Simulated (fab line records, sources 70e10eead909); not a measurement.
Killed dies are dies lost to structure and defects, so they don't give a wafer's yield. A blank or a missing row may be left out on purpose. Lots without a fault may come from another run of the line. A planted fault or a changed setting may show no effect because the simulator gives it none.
Chamber matching | flow nand_harc | NHARC_A_STAIRCASE_CMP_450 on cmp-02: 4 sister chambers
The step polishes SiO2, target thk 200 nm. 18 wafers are shown with their chamber, then 9 later ones without.

WAFERS WITH THEIR CHAMBER
wafer  | chamber | motor_current_A (A) | edge_zone_pressure_frac
L074.1 | 1       | 12.0                | 0.994
L074.2 | 0       | 12.3                | 1.012
L074.4 | 2       | 12.4                | 0.990
L077.4 | 1       | 12.2                | 0.999
L077.5 | 3       | 9.9                 | 0.998
L077.6 | 0       | 12.8                | 0.993
L080.3 | 2       | 12.2                | 1.012
L080.4 | 1       | 12.5                | 0.997
L080.6 | 3       | 10.7                | 1.001
L081.1 | 0       | 13.4                | 1.000
L081.4 | 1       | 12.8                | 0.999
L081.5 | 0       | 13.0                | 1.000
L082.1 | 0       | 12.7                | 0.995
L082.5 | 0       | 12.9                | 0.997
L082.6 | 3       | 9.9                 | 0.997
L084.1 | 1       | 13.0                | 1.003
L084.4 | 2       | 11.8                | 1.008
L084.5 | 3       | 9.7                 | 1.001

SIGNATURES (means of the wafers above)
reading                 | chamber 0 | chamber 1 | chamber 2 | chamber 3 | scatter within a chamber
motor_current_A         | 12.850    | 12.500    | 12.133    | 10.050    | 0.388
edge_zone_pressure_frac | 0.99950   | 0.99840   | 1.00333   | 0.99925   | 0.0063
Rule: a wafer's distance from a chamber is the root of the sum, over the readings, of the square of ((its reading less the chamber's mean) divided by the reading's scatter). The wafer belongs to the nearest chamber; if the next one is less than 2 further off, it can't be placed. The scatter: the root of (the sum of the squares of (reading less its chamber's mean) over the shown wafers, divided by (wafers less chambers)).

WAFERS WITHOUT THEIR CHAMBER
wafer  | motor_current_A (A) | edge_zone_pressure_frac
L088.2 | 11.8                | 1.003
L088.4 | 10.7                | 0.991
L088.5 | 11.8                | 1.009
L092.3 | 10.3                | 0.996
L092.4 | 13.2                | 1.007
L092.6 | 12.8                | 1.005
L094.2 | 12.3                | 0.994
L094.3 | 12.6                | 1.000
L094.4 | 10.0                | 1.003

WHICH CHAMBER EACH WENT THROUGH
wafer  | from the rows above          | in truth
L088.2 | can't be placed: 2 or 1 or 0 | 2
L088.4 | 3                            | 3
L088.5 | can't be placed: 2 or 1 or 0 | 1
L092.3 | 3                            | 3
L092.4 | can't be placed: 0 or 1 or 2 | 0
L092.6 | can't be placed: 0 or 1 or 2 | 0
L094.2 | can't be placed: 1 or 2 or 0 | 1
L094.3 | can't be placed: 1 or 0 or 2 | 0
L094.4 | 3                            | 3
Placed correctly: 3 of 9. Can't be placed from these rows: 6 (the true chamber is among the candidates in 6). Placed wrongly: 0.
